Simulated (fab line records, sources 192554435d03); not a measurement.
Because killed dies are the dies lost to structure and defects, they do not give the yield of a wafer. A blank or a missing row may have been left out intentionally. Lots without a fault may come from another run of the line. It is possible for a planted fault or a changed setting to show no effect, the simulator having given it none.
fab line records	flow n5-finfet
[record] lots = 7	wafers = 39
route steps=1938 shown BEOL_M3@931 BEOL_M4@1067 BEOL_M6@1212 BEOL_M8@1386 BEOL_M10@1470
start-h: hours from the record's opening day to when the first of the lot's shown wafers began	wait-h: hours since the lot's step before	" same as the row above	L1.1+2: several wafers, shown together as one row	- no value, or no start was given	* or withheld: withheld	< > ~ a bound
route shown NAME@n: NAME is a module with steps in the file, n the number in the route of the first one	usual: mean/standard deviation taken from wafers without a fault	same: alike in all rows	chamber/n: place in a boat	sites: readings site by site	_std_site: how widely they spread, as a standard deviation	_edge_site: mean of outer sites minus mean of inner sites	radius-mm: how far each site lies from the wafer's centre	mask NAME#n: copy n	behind: tool/chamber where the wafer was last shaped	hold: what put the lot on hold/how long, in hours/how the hold closed	device: names the non-switching transistor (n, p or np)	end of line: the same wafers' tests at the end of the route	step lacking rows: just its recipe	killed: at the first sort, the dies lost to defects and structure; wafer yield is something else	map: per-die view of a wafer (x killed, . not killed, _ where there is no die)
set.NAME: the setting as run; set.NAME@STEP: as run at that earlier step	model.NAME: the simulator's own value behind a step, which no gauge read
lots with deliberately changed settings; one table per step, one row per wafer
[[steps]]
[step N5_BEOL_M3_ILD_DEP_00]
[recipe] material = SiOC	target-thk-a = 790	temp-c = 350	precursor = DEMS/O2	pressure-torr = 5	rf-w = 500	time-s = 15.3
lot.wafer	tool	chamber	start-h	wait-h	set.time-s	model.SiOC_of_BEOL_M3_ILD_DEP_00.thk-nm
L078.1	pecvd-04	0	168.56	0.0	8.043	40.2
L078.2	"	1	"	"	8.043	40.4
L078.3	"	2	"	"	15.3	77.8
L078.4	"	2	"	"	8.043	41.8
L078.5+6	"	0,1	"	"	15.3	79.2
L084.1+2	pecvd-02	0,2	208.15	0.0	15.3	79
L084.3	"	1	"	"	18.12	93
L084.4	"	2	"	"	15.3	80
L084.5	"	1	"	"	18.12	93.8
L084.6	"	0	"	"	18.12	94
L086.1	pecvd-04	1	210.75	0.0	15.3	78.6
L086.2+6	"	2	"	"	15.3	78.8
L086.3	"	0	"	"	15.3	78
L086.4+5	"	0,1	"	"	15.3	79.2
L089.1	pecvd-01	0	229.13	0.0	17.75	91.2
L089.2	"	1	"	"	17.75	90.2
L089.3	"	1	"	"	15.3	79.2
L089.4	"	0	"	"	15.3	79.8
L089.5	"	0	"	"	15.3	80
L089.6	"	1	"	"	17.75	92.2
L095.1+5	pecvd-02	1,0	282.25	0.0	7.241	37.8
L095.2	"	2	"	"	15.3	78
L095.3	"	0	"	"	15.3	78.2
L095.4	"	2	"	"	7.241	38
L095.6	"	1	"	"	15.3	79.6
L096.1+2	pecvd-01	2,1	288.00	0.0	15.3	78
L096.3	"	0	"	"	12.54	64.4
L096.4	"	1	"	"	12.54	65
L096.5	"	0	"	"	15.3	79.4
L096.6	"	2	"	"	12.54	64.8
L097.2	pecvd-04	0	291.28	0.0	15.3	78.2
L097.3	"	2	"	"	15.3	78
L097.5	"	1	"	"	15.3	77.8
[step N5_BEOL_M3_THK_MEAS_01]
[recipe] reads = SiOC_of_BEOL_M3_ILD_DEP_00
[usual] M3_ILD_THK = 78.5/0.9
lot.wafer	tool	chamber	start-h	wait-h	set.time-s@BEOL_M3_ILD_DEP_00	M3_ILD_THK[nm]
L078.1	film-metro-01	-	168.63	0.0	8.043	40.2
L078.2	"	-	"	"	8.043	40.5
L078.3	"	-	"	"	15.3	77.8
L078.4	"	-	"	"	8.043	41.8
L078.5	"	-	"	"	15.3	79.1
L078.6	"	-	"	"	15.3	79.2
L084.1	film-metro-01	-	208.22	0.0	15.3	78.9
L084.2	"	-	"	"	15.3	79.0
L084.3	"	-	"	"	18.12	93.1
L084.4	"	-	"	"	15.3	80.1
L084.5	"	-	"	"	18.12	93.8
L084.6	"	-	"	"	18.12	94.0
L086.1	film-metro-02	-	210.81	0.0	15.3	78.6
L086.2	"	-	"	"	15.3	78.9
L086.3	"	-	"	"	15.3	78.1
L086.4	"	-	"	"	15.3	79.2
L086.5	"	-	"	"	15.3	79.2
L086.6	"	-	"	"	15.3	78.9
L089.1	film-metro-01	-	229.21	0.1	17.75	91.3
L089.2	"	-	"	"	17.75	90.3
L089.3	"	-	"	"	15.3	79.1
L089.4	"	-	"	"	15.3	79.7
L089.5	"	-	"	"	15.3	80.0
L089.6	"	-	"	"	17.75	92.1
L095.1	film-metro-01	-	282.32	0.0	7.241	37.9
L095.2	"	-	"	"	15.3	78.1
L095.3	"	-	"	"	15.3	78.2
L095.4	"	-	"	"	7.241	38.0
L095.5	"	-	"	"	7.241	37.7
L095.6	"	-	"	"	15.3	79.6
L096.1	film-metro-02	-	288.07	0.0	15.3	77.9
L096.2	"	-	"	"	15.3	78.1
L096.3	"	-	"	"	12.54	64.3
L096.4	"	-	"	"	12.54	65.0
L096.5	"	-	"	"	15.3	79.5
L096.6	"	-	"	"	12.54	64.8
L097.2	film-metro-01	-	291.35	0.1	15.3	78.3
L097.3	"	-	"	"	15.3	78.1
L097.5	"	-	"	"	15.3	77.8
[step N5_BEOL_M4_VIA_ETCH_34]
[recipe] chemistry = C4F6/O2	target-depth-a = 694	mask-material = SOC	pressure-mtorr = 15	ion-energy-ev = 250	taper-deg = 4	time-s = 65.9	source-w = 350	bias-w = 170	Ar_flow_sccm = 300	C4F6_flow_sccm = 10	O2_flow_sccm = 10
lot.wafer	tool	chamber	start-h	wait-h	set.target-depth-a	model.etch.depth-nm	model.SOC_of_BEOL_M4_COAT_67.thk-nm
L078.1	rie-diel-02	1	181.81	0.0	694	68.93	52
L078.2	"	2	"	"	694	69.73	51.6
L078.3	"	3	"	"	694	69.04	52
L078.4	"	0	"	"	694	69.39	52
L078.5	"	2	"	"	694	68.96	51.8
L078.6	"	3	"	"	694	69.44	51.8
L084.1	rie-diel-02	3	221.35	0.0	694	68.23	51.8
L084.2	"	0	"	"	578.3	57.36	52.8
L084.3	"	2	"	"	578.3	57.14	53
L084.4	"	1	"	"	694	69.73	51.4
L084.5	"	3	"	"	578.3	57.22	53
L084.6	"	0	"	"	694	69.22	51.6
L086.1	rie-diel-01	2	222.17	0.0	694	69.19	52
L086.2	"	3	"	"	295.3	29.75	56.8
L086.3	"	1	"	"	694	70.47	51.8
L086.4	"	0	"	"	295.3	30.25	56.6
L086.5	"	3	"	"	694	70.1	52
L086.6	"	0	"	"	295.3	29.96	56.6
L089.1	rie-diel-01	2	247.65	0.0	318.2	31.61	56
L089.2	"	1	"	"	318.2	31.93	56.2
L089.3	"	0	"	"	318.2	32.09	56.2
L089.4	"	3	"	"	694	69.82	51.6
L089.5	"	0	"	"	694	69.66	51.8
L089.6	"	3	"	"	694	69.32	51.6
L095.1	rie-diel-02	0	296.14	0.0	951.9	95.52	49
L095.2	"	1	"	"	694	69.19	52
L095.3	"	2	"	"	694	69.64	51.8
L095.4	"	3	"	"	951.9	95.12	49
L095.5	"	0	"	"	694	69.33	52.2
L095.6	"	1	"	"	951.9	95.63	49
L096.1	rie-diel-03	3	308.49	0.0	694	69.39	52
L096.2	"	0	"	"	694	68.02	52
L096.3	"	0	"	"	694	68.44	52
L096.4	"	3	"	"	694	69.09	51.8
L096.5	"	0	"	"	694	67.91	52.2
L096.6	"	3	"	"	694	69.8	51.6
L097.2	rie-diel-01	3	308.74	0.0	694	70.05	51.6
L097.3	"	0	"	"	694	70.77	51.8
L097.5	"	0	"	"	694	70.97	51.8
[step N5_BEOL_M6_ETCH_62]
[recipe] chemistry = N2/H2	target = SOC	target-depth-a = 1100	overetch-a = 220	mask-material = SiARC	temp-c = 40	time-s = 165	ion-energy-ev = 200	pressure-mtorr = 30	source-w = 840	bias-w = 150	n2-flow-sccm = 200	h2-flow-sccm = 200
lot.wafer	tool	chamber	start-h	wait-h	set.target-depth-a	model.etch.depth-nm	model.SiARC_of_BEOL_M6_COAT_60.thk-nm	model.BEOL_M6.cd-offset-nm
L078.1	rie-diel-01	3	203.04	0.0	1100	99.54	28.4	0.6
L078.2	"	1	"	"	1100	99.64	28.4	-0.2
L078.3	"	2	"	"	1100	99.74	28.6	-0.2
L078.4	"	0	"	"	1100	99.68	28.2	0
L078.5	"	3	"	"	1100	99.78	28.2	0.6
L078.6	"	0	"	"	1100	99.61	28.4	0
L084.1	rie-diel-03	0	244.18	0.0	1439	100.1	26.8	1
L084.2	"	3	"	"	1100	99.82	28.4	0
L084.3	"	2	"	"	1100	99.61	28.4	0.6
L084.4	"	1	"	"	1100	99.76	28.4	0
L084.5	"	3	"	"	1439	99.49	26.6	1.4
L084.6	"	0	"	"	1439	99.54	26.8	0.8
L086.1	rie-diel-02	2	244.24	0.0	653.9	87.6	30.6	-0.6
L086.2	"	3	"	"	653.9	86.11	30.4	-0.2
L086.3	"	0	"	"	1100	100.6	28.2	0.8
L086.4	"	3	"	"	1100	99.92	28.4	0.4
L086.5	"	0	"	"	1100	100.2	28.2	1
L086.6	"	2	"	"	653.9	87.47	30.6	-0.6
L089.1	rie-diel-02	2	269.12	0.0	452.2	67.63	31.8	-1.4
L089.2	"	0	"	"	1100	99.82	28.2	0.2
L089.3	"	3	"	"	452.2	66.82	31.6	-1.6
L089.4	"	1	"	"	1100	99.95	28.6	0
L089.5	"	2	"	"	452.2	67.48	31.6	-0.6
L089.6	"	1	"	"	1100	99.7	28.4	0.4
L095.1	rie-diel-01	2	317.84	0.0	1100	100.4	28.4	1
L095.2	"	1	"	"	629.3	87.43	30.6	-0.6
L095.3	"	0	"	"	1100	100.1	28.4	0.6
L095.4	"	3	"	"	1100	100.4	28.2	0.6
L095.5	"	1	"	"	629.3	87.03	30.6	-0.2
L095.6	"	0	"	"	629.3	86.85	30.6	0
L096.1	rie-diel-03	3	331.72	0.0	1100	100.2	28.4	0
L096.2	"	0	"	"	654.8	85.88	30.6	-0.4
L096.3	"	1	"	"	654.8	89.14	30.6	-0.6
L096.4	"	1	"	"	654.8	88.43	30.6	-0.6
L096.5	"	0	"	"	1100	100.3	28.4	0.4
L096.6	"	3	"	"	1100	99.76	28.4	0.4
L097.2	rie-diel-03	0	332.17	0.0	1100	100.3	28.4	0.2
L097.3	"	3	"	"	1100	100.4	28.4	-0.2
L097.5	"	3	"	"	1100	100.2	28.4	0
[step N5_BEOL_M6_STRIP_68]
[recipe] chemistry = N2/H2	temp-c = 40	n2-flow-sccm = 200	h2-flow-sccm = 200	rf-frequency-hz = 6e+07
[step N5_BEOL_M6_STRIP_67]
[recipe] chemistry = CF4	resist = SiARC	power-w = 300	bias-power-w = 75	pressure-mtorr = 50	cf4-flow-sccm = 150	rf-frequency-hz = 6e+07
[step N5_BEOL_M6_HM_OPEN_17]
[recipe] chemistry = Cl2/BCl3	target-depth-a = 200	overetch-a = 60	target = TiN	mask-material = SOC	ion-energy-ev = 150	pressure-mtorr = 10	icp-w = 1000	bias-w = 126	Cl2_flow_sccm = 53.25	bcl3-flow-sccm = 21.75	Ar_flow_sccm = 25
lot.wafer	tool	chamber	start-h	wait-h	set.target-depth-a@BEOL_M6_ETCH_62	model.etch.depth-nm	model.BEOL_M6.cd-offset-nm
L078.1	rie-metal-03	1	203.22	0.0	1100	20.23	0.6
L078.2	"	0	"	"	1100	20.07	-0.2
L078.3	"	1	"	"	1100	20	-0.2
L078.4	"	0	"	"	1100	20.17	0.2
L078.5	"	0	"	"	1100	20.51	0.6
L078.6	"	1	"	"	1100	19.99	0
L084.1	rie-metal-02	0	244.36	0.0	1439	16.11	0.8
L084.2	"	1	"	"	1100	20.22	0
L084.3	"	1	"	"	1100	20.34	0.6
L084.4	"	0	"	"	1100	20.18	0.2
L084.5	"	1	"	"	1439	15.87	1.4
L084.6	"	0	"	"	1439	16.1	0.8
L086.1	rie-metal-03	1	244.43	0.0	653.9	20.08	-0.4
L086.2	"	0	"	"	653.9	19.92	-0.2
L086.3	"	0	"	"	1100	20.15	0.8
L086.4	"	1	"	"	1100	20.29	0.4
L086.5	"	1	"	"	1100	20.2	1.2
L086.6	"	0	"	"	653.9	20.03	-0.4
L089.1	rie-metal-01	1	269.31	0.0	452.2	20.01	-1.6
L089.2	"	0	"	"	1100	20.11	0.2
L089.3	"	1	"	"	452.2	19.94	-1.8
L089.4	"	0	"	"	1100	19.86	0
L089.5	"	1	"	"	452.2	19.89	-0.8
L089.6	"	0	"	"	1100	20.18	0.2
L095.1	rie-metal-02	0	318.02	0.0	1100	19.73	1
L095.2	"	1	"	"	629.3	19.64	-0.8
L095.3	"	0	"	"	1100	19.7	0.6
L095.4	"	1	"	"	1100	19.69	0.6
L095.5	"	1	"	"	629.3	19.71	-0.2
L095.6	"	0	"	"	629.3	19.81	0
L096.1	rie-metal-01	0	331.91	0.0	1100	19.69	-0.2
L096.2	"	1	"	"	654.8	19.57	-0.4
L096.3	"	0	"	"	654.8	19.82	-0.8
L096.4	"	1	"	"	654.8	19.58	-0.4
L096.5	"	0	"	"	1100	19.49	0.4
L096.6	"	1	"	"	1100	19.63	0.4
L097.2	rie-metal-03	1	332.35	0.0	1100	19.9	0
L097.3	"	0	"	"	1100	19.88	-0.2
L097.5	"	0	"	"	1100	20.02	-0.2
[step N5_BEOL_M6_STRIP_19]
[recipe] chemistry = O2	power-w = 400	temp-c = 40	pressure-mtorr = 30	rf-frequency-hz = 6e+07	bias-power-w = 0	overash-fraction = 0.2	o2-flow-sccm = 225
[step N5_BEOL_M6_STRIP_69]
[recipe] chemistry = N2/H2	temp-c = 40	n2-flow-sccm = 200	h2-flow-sccm = 200	rf-frequency-hz = 6e+07
[step N5_BEOL_M6_STRIP_73]
[recipe] chemistry = N2/H2	temp-c = 40	n2-flow-sccm = 200	h2-flow-sccm = 200	rf-frequency-hz = 6e+07
[step N5_BEOL_M6_VIA_ETCH_34]
[recipe] chemistry = C4F6/O2	target = SiCOH_lowk	target-depth-a = 1263	mask-material = SOC	taper-deg = 4	time-s = 50.9	ion-energy-ev = 250	pressure-mtorr = 30	source-w = 345	bias-w = 185	Ar_flow_sccm = 300	C4F6_flow_sccm = 10	O2_flow_sccm = 10
[usual] oes-product-au = 0.81/0.095
lot.wafer	tool	chamber	start-h	wait-h	set.target-depth-a@BEOL_M6_ETCH_62	oes-product-au
L078.1	rie-diel-02	3	204.13	0.0	1100	0.80
L078.2	"	2	"	"	1100	0.92
L078.3	"	0	"	"	1100	0.79
L078.4	"	1	"	"	1100	0.69
L078.5	"	1	"	"	1100	0.69
L078.6	"	2	"	"	1100	0.93
L084.1	rie-diel-02	2	245.32	0.0	1439	0.89
L084.2	"	3	"	"	1100	0.77
L084.3	"	0	"	"	1100	0.77
L084.4	"	0	"	"	1100	0.78
L084.5	"	3	"	"	1439	0.78
L084.6	"	2	"	"	1439	0.89
L086.1	rie-diel-03	0	245.48	0.0	653.9	0.34
L086.2	"	1	"	"	653.9	0.26
L086.3	"	3	"	"	1100	0.96
L086.4	"	2	"	"	1100	0.69
L086.5	"	3	"	"	1100	0.96
L086.6	"	2	"	"	653.9	0.26
L089.1	rie-diel-02	1	270.35	0.0	452.2	0.38
L089.2	"	2	"	"	1100	0.87
L089.3	"	3	"	"	452.2	0.29
L089.4	"	0	"	"	1100	0.77
L089.5	"	1	"	"	452.2	0.38
L089.6	"	2	"	"	1100	0.88
L095.1	rie-diel-01	0	320.29	0.0	1100	0.85
L095.2	"	3	"	"	629.3	0.29
L095.3	"	1	"	"	1100	0.81
L095.4	"	2	"	"	1100	0.71
L095.5	"	3	"	"	629.3	0.30
L095.6	"	2	"	"	629.3	0.27
L096.1	rie-diel-01	2	334.67	0.0	1100	0.72
L096.2	"	0	"	"	654.8	0.32
L096.3	"	1	"	"	654.8	0.30
L096.4	"	3	"	"	654.8	0.29
L096.5	"	1	"	"	1100	0.81
L096.6	"	0	"	"	1100	0.86
L097.2	rie-diel-03	0	334.82	0.0	1100	0.85
L097.3	"	1	"	"	1100	0.95
L097.5	"	1	"	"	1100	0.95
[step N5_BEOL_M8_CURE_75]
[recipe] temp-c = 370	time-s = 120	ambient = DMADMS/He	material = SiCOH_lowk
[usual] lamp-power-pct = 52.30/0.056
lot.wafer	tool	chamber	start-h	wait-h	set.time-s	lamp-power-pct
L078.1	uv-cure-02	2	218.71	0.0	120	52.32
L078.2	"	2	"	"	85.99	52.36
L078.3	"	2	"	"	85.99	52.27
L078.4	"	2	"	"	120	52.29
L078.5	"	2	"	"	120	52.30
L078.6	"	2	"	"	85.99	52.40
L084.1	uv-cure-03	2	264.91	0.2	71.34	52.26
L084.2	"	2	"	"	120	52.22
L084.3	"	2	"	"	120	52.42
L084.4	"	2	"	"	71.34	52.16
L084.5	"	2	"	"	71.34	52.19
L084.6	"	2	"	"	120	52.31
L086.1	uv-cure-01	1	264.99	0.0	77.32	52.31
L086.2	"	1	"	"	120	52.35
L086.3	"	1	"	"	77.32	52.30
L086.4	"	1	"	"	120	52.31
L086.5	"	1	"	"	120	52.25
L086.6	"	1	"	"	77.32	52.30
L089.1	uv-cure-02	2	287.52	0.0	120	52.30
L089.2	"	2	"	"	120	52.19
L089.3	"	2	"	"	168.3	50.22
L089.4	"	2	"	"	168.3	50.27
L089.5	"	2	"	"	120	52.25
L089.6	"	2	"	"	168.3	50.22
L095.1	uv-cure-01	1	338.33	0.0	120	52.39
L095.2	"	1	"	"	120	52.31
L095.3	"	1	"	"	93.26	52.37
L095.4	"	1	"	"	120	52.29
L095.5	"	1	"	"	93.26	52.43
L095.6	"	1	"	"	93.26	52.28
L096.1	uv-cure-02	0	349.41	0.0	120	52.33
L096.2	"	0	"	"	120	52.27
L096.3	"	0	"	"	120	52.24
L096.4	"	0	"	"	120	52.31
L096.5	"	0	"	"	120	52.34
L096.6	"	0	"	"	120	52.26
L097.2	uv-cure-01	2	351.98	0.1	120	52.39
L097.3	"	2	"	"	120	52.29
L097.5	"	2	"	"	120	52.41
[step N5_BEOL_M10_ILD_DEP_00]
[recipe] material = SiCOH_lowk	target-thk-a = 3085.1	temp-c = 300	precursor = DEMS/porogen	pressure-torr = 5	rf-w = 500	time-s = 58
lot.wafer	tool	chamber	start-h	wait-h	set.time-s	model.SiCOH_lowk_of_BEOL_M10_ILD_DEP_00.thk-nm
L078.1	pecvd-01	1	226.83	0.0	58	303
L078.2	"	0	"	"	72.78	383
L078.3	"	1	"	"	72.78	388.4
L078.4	"	0	"	"	58	308.2
L078.5	"	0	"	"	72.78	384.6
L078.6	"	1	"	"	58	309
L084.1	pecvd-03	1	275.97	0.0	91.02	478.2
L084.2	"	2	"	"	58	308.8
L084.3	"	0	"	"	91.02	478.4
L084.4	"	1	"	"	58	310.8
L084.5	"	2	"	"	58	314.2
L084.6	"	0	"	"	91.02	491.6
L086.1+4+5	pecvd-03	0,2,1	276.24	0.0	58	313.6
L086.2	"	2	"	"	58	311.2
L086.3	"	1	"	"	58	307.2
L086.6	"	0	"	"	58	311
L089.1	pecvd-03	1	299.62	0.0	58	305.2
L089.2	"	0	"	"	77.25	407.2
L089.3	"	2	"	"	58	310.2
L089.4	"	2	"	"	77.25	413.2
L089.5	"	0	"	"	77.25	417.8
L089.6	"	1	"	"	58	309
L095.1	pecvd-03	0	348.51	0.0	58	306.4
L095.2	"	2	"	"	58	307.2
L095.3	"	1	"	"	75.82	401.4
L095.4	"	1	"	"	75.82	403.2
L095.5	"	0	"	"	75.82	404
L095.6	"	2	"	"	58	310.8
L097.2	pecvd-01	1	363.22	0.0	58	303
L097.3	"	0	"	"	58	303.4
L097.5	"	1	"	"	58	309.6
L096.1	pecvd-03	2	364.92	0.0	58	304.4
L096.2	"	0	"	"	74.91	393
L096.3	"	1	"	"	58	306.2
L096.4	"	2	"	"	74.91	394.6
L096.5	"	0	"	"	74.91	398.2
L096.6	"	1	"	"	58	311
[step N5_BEOL_M10_CURE_71]
[recipe] temp-c = 385	time-s = 240	ambient = He/Ar	material = SiCOH_lowk
lot.wafer	tool	chamber	start-h	wait-h	set.time-s@BEOL_M10_ILD_DEP_00	model.SiCOH_lowk_of_BEOL_M10_ILD_DEP_00.thk-nm
L078.1	uv-cure-02	1	226.94	0.1	58	263.2
L078.2	"	1	"	"	72.78	334.2
L078.3	"	1	"	"	72.78	339
L078.4	"	1	"	"	58	267.8
L078.5	"	1	"	"	72.78	335.4
L078.6	"	1	"	"	58	268.4
L084.1+3	uv-cure-03	2	276.05	0.0	91.02	419.4
L084.2	"	2	"	"	58	268.4
L084.4	"	2	"	"	58	270
L084.5	"	2	"	"	58	273
L084.6	"	2	"	"	91.02	431.4
L086.1	uv-cure-02	2	276.32	0.0	58	272.4
L086.2	"	2	"	"	58	270.4
L086.3	"	2	"	"	58	266.8
L086.4+5	"	2	"	"	58	272.6
L086.6	"	2	"	"	58	270.2
L089.1	uv-cure-01	0	299.70	0.0	58	265
L089.2	"	0	"	"	77.25	355.8
L089.3	"	0	"	"	58	269.6
L089.4	"	0	"	"	77.25	361
L089.5	"	0	"	"	77.25	365.2
L089.6	"	0	"	"	58	268.4
L095.1	uv-cure-03	2	348.58	0.0	58	266.2
L095.2	"	2	"	"	58	266.8
L095.3	"	2	"	"	75.82	350.4
L095.4	"	2	"	"	75.82	352
L095.5	"	2	"	"	75.82	352.8
L095.6	"	2	"	"	58	270
L097.2	uv-cure-03	1	363.37	0.1	58	263.2
L097.3	"	1	"	"	58	263.4
L097.5	"	1	"	"	58	268.8
L096.1	uv-cure-02	2	364.99	0.0	58	264.4
L096.2	"	2	"	"	74.91	343
L096.3	"	2	"	"	58	265.8
L096.4	"	2	"	"	74.91	344.4
L096.5	"	2	"	"	74.91	347.8
L096.6	"	2	"	"	58	270.2
[step N5_BEOL_M10_THK_MEAS_01]
[recipe] reads = SiCOH_lowk_of_BEOL_M10_ILD_DEP_00
[usual] M10_ILD_THK = 268/3
lot.wafer	tool	chamber	start-h	wait-h	set.time-s@BEOL_M10_ILD_DEP_00	M10_ILD_THK[nm]
L078.1	film-metro-01	-	227.45	0.4	58	263
L078.2	"	-	"	"	72.78	334
L078.3	"	-	"	"	72.78	339
L078.4	"	-	"	"	58	268
L078.5	"	-	"	"	72.78	335
L078.6	"	-	"	"	58	268
L084.1	film-metro-01	-	276.56	0.4	91.02	419
L084.2	"	-	"	"	58	268
L084.3	"	-	"	"	91.02	420
L084.4	"	-	"	"	58	270
L084.5	"	-	"	"	58	273
L084.6	"	-	"	"	91.02	432
L086.1	film-metro-02	-	276.84	0.4	58	272
L086.2	"	-	"	"	58	270
L086.3	"	-	"	"	58	267
L086.4	"	-	"	"	58	273
L086.5	"	-	"	"	58	272
L086.6	"	-	"	"	58	270
L089.1	film-metro-01	-	300.21	0.4	58	265
L089.2	"	-	"	"	77.25	356
L089.3	"	-	"	"	58	270
L089.4	"	-	"	"	77.25	361
L089.5	"	-	"	"	77.25	365
L089.6	"	-	"	"	58	268
L095.1	film-metro-01	-	349.10	0.4	58	266
L095.2	"	-	"	"	58	267
L095.3	"	-	"	"	75.82	350
L095.4	"	-	"	"	75.82	352
L095.5	"	-	"	"	75.82	353
L095.6	"	-	"	"	58	270
L097.2	film-metro-01	-	363.81	0.4	58	263
L097.3	"	-	"	"	58	264
L097.5	"	-	"	"	58	269
L096.1	film-metro-02	-	365.51	0.4	58	264
L096.2	"	-	"	"	74.91	343
L096.3	"	-	"	"	58	266
L096.4	"	-	"	"	74.91	344
L096.5	"	-	"	"	74.91	348
L096.6	"	-	"	"	58	270
[[key]]
[split] step = N5_BEOL_M3_ILD_DEP_00	setting = time-s	stated = 15.3	by = wafer
[response] step = N5_BEOL_M3_ILD_DEP_00	reading = model.SiOC_of_BEOL_M3_ILD_DEP_00.thk-nm	change = +0.78	per = 1%	r = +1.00
[response] step = N5_BEOL_M3_THK_MEAS_01	reading = M3_ILD_THK	change = +0.781	per = 1%	r = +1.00
[split] step = N5_BEOL_M4_VIA_ETCH_34	setting = target-depth-a	stated = 694	by = wafer
[response] step = N5_BEOL_M4_VIA_ETCH_34	reading = model.etch.depth-nm	change = +0.697	per = 1%	r = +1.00
[response] step = N5_BEOL_M4_VIA_ETCH_34	reading = model.SOC_of_BEOL_M4_COAT_67.thk-nm	change = -0.0821	per = 1%	r = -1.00
[split] step = N5_BEOL_M6_ETCH_62	setting = target-depth-a	stated = 1100	by = wafer
[response] step = N5_BEOL_M6_ETCH_62	reading = model.etch.depth-nm	change = +0.368	per = 1%	r = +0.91
[response] step = N5_BEOL_M6_ETCH_62	reading = model.SiARC_of_BEOL_M6_COAT_60.thk-nm	change = -0.0547	per = 1%	r = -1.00
[response] step = N5_BEOL_M6_ETCH_62	reading = model.BEOL_M6.cd-offset-nm	change = +0.0244	per = 1%	r = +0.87
[response] step = N5_BEOL_M6_HM_OPEN_17	reading = model.etch.depth-nm	shape = bent	at-lowest = 19.95	at-stated = 20.01	at-highest = 16.03
[response] step = N5_BEOL_M6_HM_OPEN_17	reading = model.BEOL_M6.cd-offset-nm	change = +0.0246	per = 1%	r = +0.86
[response] step = N5_BEOL_M6_VIA_ETCH_34	reading = oes-product-au	change = +0.0101	per = 1%	r = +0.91
[split] step = N5_BEOL_M8_CURE_75	setting = time-s	stated = 120	by = wafer
[response] step = N5_BEOL_M8_CURE_75	reading = lamp-power-pct	shape = bent	at-lowest = *	at-stated = *	at-highest = *
[split] step = N5_BEOL_M10_ILD_DEP_00	setting = time-s	stated = 58	by = wafer
[response] step = N5_BEOL_M10_ILD_DEP_00	reading = model.SiCOH_lowk_of_BEOL_M10_ILD_DEP_00.thk-nm	change = +3.05	per = 1%	r = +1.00
[response] step = N5_BEOL_M10_CURE_71	reading = model.SiCOH_lowk_of_BEOL_M10_ILD_DEP_00.thk-nm	change = +2.72	per = 1%	r = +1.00
[response] step = N5_BEOL_M10_THK_MEAS_01	reading = M10_ILD_THK	change = +2.72	per = 1%	r = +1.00
